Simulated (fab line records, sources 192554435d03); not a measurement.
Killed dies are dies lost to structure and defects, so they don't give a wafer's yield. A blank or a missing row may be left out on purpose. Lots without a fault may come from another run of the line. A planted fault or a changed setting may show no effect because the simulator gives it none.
fab line records | flow n5_finfet
record lots=10 wafers=30 last_day=17
route steps=1938 shown BEOL_M7@1286
lots that met no fault: from a run of the same line without faults
start_h: hours from the record's first day to the start of the lot's first wafer shown | wait_h: hours since the lot's step before | " the same as in the row above | L1.1+2: a row that stands for several wafers | - no value, or no start given | * or withheld: withheld | < > ~ a bound
route shown NAME@n: a module of which the file shows steps, and the number in the route of the first | usual: mean/standard deviation of fault-free wafers | same: alike in all rows | chamber/n: place in a boat | sites: the reading at each site | _std_site: their standard deviation | _edge_site: outer sites' mean less inner sites' | radius_mm: how far each site lies from the wafer's centre | mask NAME#n: copy n | behind: the tool/chamber that last shaped the wafer | hold: why the lot was held/for how many hours/how that ended | device: the transistor (n, p or np) that didn't switch | end of line: the same wafers' tests at the end of the route | a step without rows: its recipe alone | killed: dies lost to structure and defects at the first sort, not the wafer's yield | map: a wafer's dies, x killed, . not, _ none there
set.NAME: the setting as run; set.NAME@STEP: as run at that earlier step | model.NAME: the simulator's own value behind a step, which no gauge read
steps of the route over a sample of lots; a table a step, a row a wafer
services: from which hour (start_h, from the record's first day; less than 0 if before it) a tool's chamber was out of use, for how many hours, and why
## steps
# step N5_BEOL_M7_CD_MEAS_18
# recipe pitch_nm=80 target_cd_nm=40
# usual cd_nm=39.9/0.49
# columns lot.wafer tool chamber start_h wait_h cd_nm
L131.1 cd_sem-02 - 200.17 0.1 39.7
L131.2 " - " " 40.1
L131.4 " - " " 39.0
L133.3 cd_sem-03 - 202.61 0.1 39.7
L133.5 " - " " 39.3
L133.6 " - " " 39.5
L135.3 cd_sem-02 - 229.94 0.1 39.3
L135.5 " - " " 39.3
L135.6 " - " " 39.6
L144.1 cd_sem-03 - 285.62 0.0 40.6
L144.2 " - " " 40.0
L144.5 " - " " 40.3
L143.2 cd_sem-01 - 288.59 0.1 40.6
L143.3 " - " " 40.2
L143.5 " - " " 40.1
L145.3 cd_sem-03 - 289.61 0.1 40.6
L145.5 " - " " 40.2
L145.6 " - " " 39.8
L146.2 cd_sem-03 - 292.79 0.1 40.1
L146.4 " - " " 40.7
L146.5 " - " " 39.9
L150.3 cd_sem-02 - 313.22 0.1 40.4
L150.4 " - " " 40.1
L150.5 " - " " 40.3
L149.2 cd_sem-03 - 319.43 0.1 41.0
L149.3 " - " " 40.6
L149.5 " - " " 40.8
L152.1 cd_sem-03 - 327.64 0.0 40.0
L152.2 " - " " 40.1
L152.3 " - " " 40.0
# step N5_BEOL_M7_STRIP_36
# recipe chemistry=N2/H2 power_w=450 temp_c=40 pressure_mtorr=20 rf_frequency_hz=6e+07 overash_fraction=0.3 bias_power_w=7 h2_frac=0.5 n2_flow_sccm=200 h2_flow_sccm=200
# usual chamber_pressure_mTorr=20.00/0.031 drypump_motor_current_A=5.6/0.45 oes_product_au=0.83/0.075 rf_vpp_V=59.4/1.4 showerhead_plenum_p_Torr=2.57/0.1 throttle_valve_pct=23.62/0.24
# columns lot.wafer tool chamber start_h wait_h chamber_pressure_mTorr drypump_motor_current_A oes_product_au rf_hours_counter_h rf_vpp_V showerhead_plenum_p_Torr throttle_valve_pct
L131.1 rie_diel-03 3 200.97 0.0 20.03 4.8 0.85 57 59.0 2.47 23.81
L131.2 " 0 " " 20.03 5.2 0.69 243 55.4 2.40 23.72
L131.4 " 2 " " 20.01 5.4 0.83 88 60.2 2.67 23.94
L133.3 rie_diel-03 1 203.32 0.0 20.00 5.9 0.88 48 58.8 2.57 23.57
L133.5 " 3 " " 19.96 4.7 0.85 - 58.0 2.47 23.78
L133.6 " 2 " " 20.00 5.4 0.82 - 60.0 2.67 23.97
L135.3 rie_diel-03 3 235.74 0.0 20.03 4.8 0.82 73 57.0 2.47 23.82
L135.5 " 2 " " 20.03 5.4 0.80 - 60.2 2.66 23.99
L135.6 " 1 " " 19.99 5.9 0.84 - 59.2 2.56 23.58
L144.1 rie_diel-03 1 287.12 0.0 20.08 5.9 0.82 79 58.6 2.56 23.59
L144.2 " 0 " " 20.01 5.3 0.90 16 57.9 2.71 23.46
L144.5 " 0 " " 19.97 5.2 0.89 - 60.8 2.71 23.45
L143.2 rie_diel-03 0 289.26 0.0 20.00 5.2 0.90 16 59.3 2.71 23.46
L143.3 " 1 " " 19.94 5.9 0.82 79 58.3 2.56 23.60
L143.5 " 0 " " 19.99 5.3 0.91 - 61.8 2.71 23.44
L145.3 rie_diel-01 1 290.80 0.0 20.04 6.0 0.81 70 58.2 2.68 23.12
L145.5 " 1 " " 19.97 6.0 0.82 - 60.1 2.68 23.14
L145.6 " 0 " " 19.97 5.1 0.84 - 59.5 2.68 23.99
L146.2 rie_diel-01 2 295.13 0.0 20.02 5.5 0.90 24 58.5 2.49 23.57
L146.4 " 3 " " 20.00 5.4 0.83 84 59.2 2.57 23.56
L146.5 " 1 " " 20.03 6.0 0.82 - 59.6 2.68 23.14
L150.3 rie_diel-04 2 315.67 0.0 19.99 5.8 0.93 13 59.6 2.59 23.41
L150.4 " 3 " " 19.94 6.5 0.69 247 58.9 2.39 23.67
L150.5 " 1 " " 19.97 5.7 0.80 - 59.1 2.45 23.51
L149.2 rie_diel-04 1 322.29 0.0 20.00 5.7 0.80 117 57.4 2.45 23.51
L149.3 " 2 " " 20.00 5.8 0.93 15 62.0 2.59 23.38
L149.5 " 1 " " 20.00 5.7 0.80 - 59.8 2.45 23.53
L152.1 rie_diel-04 2 328.52 0.0 20.03 5.8 0.93 17 56.5 2.59 23.40
L152.2 " 0 " " 20.04 5.8 0.89 26 62.2 2.59 23.46
L152.3 " 3 " " 19.97 6.5 0.67 250 58.5 2.39 23.65
# step N5_BEOL_M7_ETCH_41
# recipe chemistry=CH3F/O2 target=SiCN target_depth_a=319 taper_deg=2 time_s=57.8 ion_energy_ev=120 mask_material=TiN pressure_mtorr=30 source_w=395 bias_w=75 Ar_flow_sccm=150 CH3F_flow_sccm=30 O2_flow_sccm=20
# usual bias_w=75.01/0.22 chamber_pressure_mTorr=30.00/0.032 drypump_motor_current_A=5.6/0.45 oes_product_au=0.83/0.073 rf_vpp_V=297.7/1.8 showerhead_plenum_p_Torr=2.02/0.079 throttle_valve_pct=16.29/0.21
# columns lot.wafer tool chamber start_h wait_h bias_w chamber_pressure_mTorr drypump_motor_current_A oes_product_au rf_hours_counter_h rf_vpp_V showerhead_plenum_p_Torr throttle_valve_pct
L131.1 rie_diel-03 3 201.04 - 74.90 29.99 4.7 0.86 57 296.8 1.94 16.44
L131.2 " 0 " " 75.46 30.01 5.3 0.71 243 294.8 1.89 16.65
L131.4 " 2 " " 75.08 30.09 5.4 0.82 88 298.6 2.10 16.54
L133.3 rie_diel-03 1 203.39 - 74.41 29.99 5.9 0.86 48 296.3 2.03 16.22
L133.5 " 3 " " 75.25 29.99 4.7 0.84 - 296.8 1.94 16.46
L133.6 " 2 " " 74.90 30.05 5.4 0.82 - 297.6 2.10 16.53
L135.3 rie_diel-03 3 235.81 - 74.91 30.01 4.7 0.83 73 295.1 1.94 16.48
L135.5 " 2 " " 75.36 30.03 5.4 0.81 - 299.2 2.10 16.56
L135.6 " 1 " " 75.29 29.97 5.9 0.84 - 298.0 2.03 16.22
L144.1 rie_diel-03 1 287.19 - 75.29 29.99 5.9 0.82 79 298.0 2.03 16.26
L144.2 " 0 " " 52.89 30.02 5.2 0.85 16 237.8 2.14 16.22
L144.5 " 0 " " 52.46 29.99 5.2 0.84 - 238.7 2.14 16.22
L143.2 rie_diel-03 0 289.33 - 52.39 30.00 5.2 0.83 16 240.4 2.14 16.23
L143.3 " 1 " " 75.05 30.00 5.9 0.82 79 298.0 2.02 16.26
L143.5 " 0 " " 52.37 29.98 5.2 0.84 - 238.1 2.14 16.25
L145.3 rie_diel-01 1 290.87 - 74.83 30.01 6.0 0.81 70 299.9 2.11 15.89
L145.5 " 1 " " 75.27 30.04 5.9 0.81 - 300.3 2.11 15.91
L145.6 " 0 " " 75.00 30.00 5.1 0.82 - 299.7 2.11 16.29
L146.2 rie_diel-01 2 295.20 - 75.23 30.21 5.5 0.91 25 296.3 1.97 16.13
L146.4 " 3 " " 75.03 29.98 5.4 0.83 84 297.0 2.02 16.31
L146.5 " 1 " " 75.27 30.04 6.0 0.80 - 299.6 2.11 15.91
L150.3 rie_diel-04 2 315.74 - 75.20 30.01 5.8 0.93 13 297.3 2.05 16.17
L150.4 " 3 " " 75.26 29.96 6.5 0.69 247 293.5 1.89 16.53
L150.5 " 1 " " 74.78 29.99 5.7 0.79 - 297.2 1.93 16.04
L149.2 rie_diel-04 1 322.36 - 74.73 30.01 5.7 0.78 117 295.8 1.93 16.05
L149.3 " 2 " " 75.20 30.02 5.8 0.94 15 297.6 2.05 16.16
L149.5 " 1 " " 74.60 29.99 5.7 0.78 - 295.7 1.93 16.04
L152.1 rie_diel-04 2 328.60 - 74.70 30.03 5.8 0.92 17 297.7 2.04 16.17
L152.2 " 0 " " 75.22 29.99 5.8 0.89 26 298.5 2.04 16.16
L152.3 " 3 " " 75.32 30.01 6.6 0.69 250 294.5 1.89 16.54
# step N5_BEOL_M7_STRIP_80
# recipe chemistry=N2/H2 time_s=10 power_w=450 temp_c=40 pressure_mtorr=20 rf_frequency_hz=6e+07 bias_power_w=7 n2_flow_sccm=200 h2_flow_sccm=200
# usual chamber_pressure_mTorr=20.000/0.019 drypump_motor_current_A=5.6/0.46 oes_product_au=0.83/0.073 rf_vpp_V=59.1/0.92 showerhead_plenum_p_Torr=2.57/0.1 throttle_valve_pct=23.62/0.24
# columns lot.wafer tool chamber start_h wait_h chamber_pressure_mTorr drypump_motor_current_A oes_product_au rf_hours_counter_h rf_vpp_V showerhead_plenum_p_Torr throttle_valve_pct
L131.1 rie_diel-03 3 - - 20.013 4.8 0.85 57 58.6 2.47 23.80
L131.2 " 0 " " 20.010 5.2 0.69 243 58.0 2.40 23.74
L131.4 " 2 " " 19.991 5.4 0.82 88 60.1 2.67 23.97
L133.3 rie_diel-03 1 - - 19.968 5.9 0.87 48 58.7 2.57 23.55
L133.5 " 3 " " 19.962 4.7 0.85 - 58.9 2.47 23.80
L133.6 " 2 " " 19.973 5.4 0.82 - 58.6 2.67 23.94
L135.3 rie_diel-03 3 - - 19.992 4.7 0.83 73 59.5 2.47 23.82
L135.5 " 2 " " 20.011 5.4 0.80 - 58.6 2.66 23.98
L135.6 " 1 " " 20.007 5.9 0.84 - 58.8 2.56 23.57
L144.1 rie_diel-03 1 - - 20.034 5.9 0.83 79 58.6 2.56 23.58
L144.2 " 0 " " 20.008 5.3 0.92 16 59.4 2.71 23.46
L144.5 " 0 " " 20.015 5.3 0.91 - 61.0 2.71 23.47
L143.2 rie_diel-03 0 - - 19.975 5.3 0.90 16 59.6 2.71 23.47
L143.3 " 1 " " 20.021 5.9 0.83 79 57.2 2.56 23.59
L143.5 " 0 " " 20.036 5.3 0.90 - 58.7 2.71 23.47
L145.3 rie_diel-01 1 - - 20.008 6.0 0.81 70 59.3 2.68 23.12
L145.5 " 1 " " 20.010 6.0 0.82 - 58.5 2.68 23.15
L145.6 " 0 " " 20.022 5.1 0.82 - 60.3 2.68 23.99
L146.2 rie_diel-01 2 - - 19.995 5.6 0.91 25 57.7 2.49 23.58
L146.4 " 3 " " 19.996 5.4 0.83 84 60.9 2.57 23.57
L146.5 " 1 " " 19.993 5.9 0.81 - 60.1 2.68 23.14
L150.3 rie_diel-04 2 - - 19.980 5.8 0.94 13 58.5 2.59 23.35
L150.4 " 3 " " 19.994 6.5 0.69 247 59.1 2.39 23.66
L150.5 " 1 " " 20.017 5.7 0.79 - 59.8 2.45 23.51
L149.2 rie_diel-04 1 - - 20.022 5.7 0.78 117 59.2 2.45 23.53
L149.3 " 2 " " 20.028 5.8 0.92 15 58.2 2.59 23.38
L149.5 " 1 " " 19.984 5.7 0.79 - 57.9 2.45 23.53
L152.1 rie_diel-04 2 - - 20.015 5.7 0.93 17 60.4 2.59 23.40
L152.2 " 0 " " 19.974 5.8 0.89 26 59.4 2.59 23.44
L152.3 " 3 " " 20.021 6.6 0.68 250 58.6 2.39 23.69
## services
# columns tool chamber start_h hours kind
rie_diel-04 0 179.56 5.8 repair
rie_diel-04 3 185.77 45.5 repair
rie_diel-03 0 219.55 - clean
rie_diel-03 0 219.55 - consumable_replace:focus_ring
rie_diel-03 0 219.55 - consumable_replace:showerhead
rie_diel-03 0 219.55 19.9 scheduled_down
rie_diel-03 0 219.55 19.9 vent_cycle
rie_diel-04 - 226.56 15.6 pm
rie_diel-04 0 242.16 - clean
rie_diel-04 0 242.16 - consumable_replace:focus_ring
rie_diel-04 0 242.16 16.1 scheduled_down
rie_diel-04 0 242.16 16.1 vent_cycle
rie_diel-04 1 246.44 6.6 repair
rie_diel-04 2 248.61 3.7 repair
rie_diel-04 2 258.24 - clean
rie_diel-04 2 258.24 - consumable_replace:focus_ring
rie_diel-04 2 258.24 21.9 scheduled_down
rie_diel-04 2 258.24 21.9 vent_cycle
rie_diel-01 0 269.66 2.1 repair
rie_diel-01 0 275.75 4.7 repair
rie_diel-03 3 282.13 10.9 repair
rie_diel-03 - 298.97 15.6 pm
rie_diel-01 2 321.53 13.2 repair
rie_diel-04 1 326.25 8.7 repair
## key
first_sign step=N5_BEOL_M7_ETCH_41 reading=bias_w direction=down sigmas=99+ usual=* struck=*
effect step=N5_BEOL_M7_ETCH_41 reading=rf_vpp_V direction=down sigmas=33 usual=297.7 struck=238.7
met_at N5_BEOL_M7_ETCH_41
struck_lots L143,L144
struck_wafers L143.2,L143.5,L144.2,L144.5
not_acting_at N5_BEOL_M7_CD_MEAS_18,N5_BEOL_M7_STRIP_36,N5_BEOL_M7_STRIP_80
onset_between 201.04 287.19
fault kind=process_parameter_drift tool=rie_diel-03 chamber=0 onset_h=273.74 steps=N5_BEOL_M7_ETCH_41 channel=bias_w offset=* shape=step end_h=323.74 acts_in=* stated=*
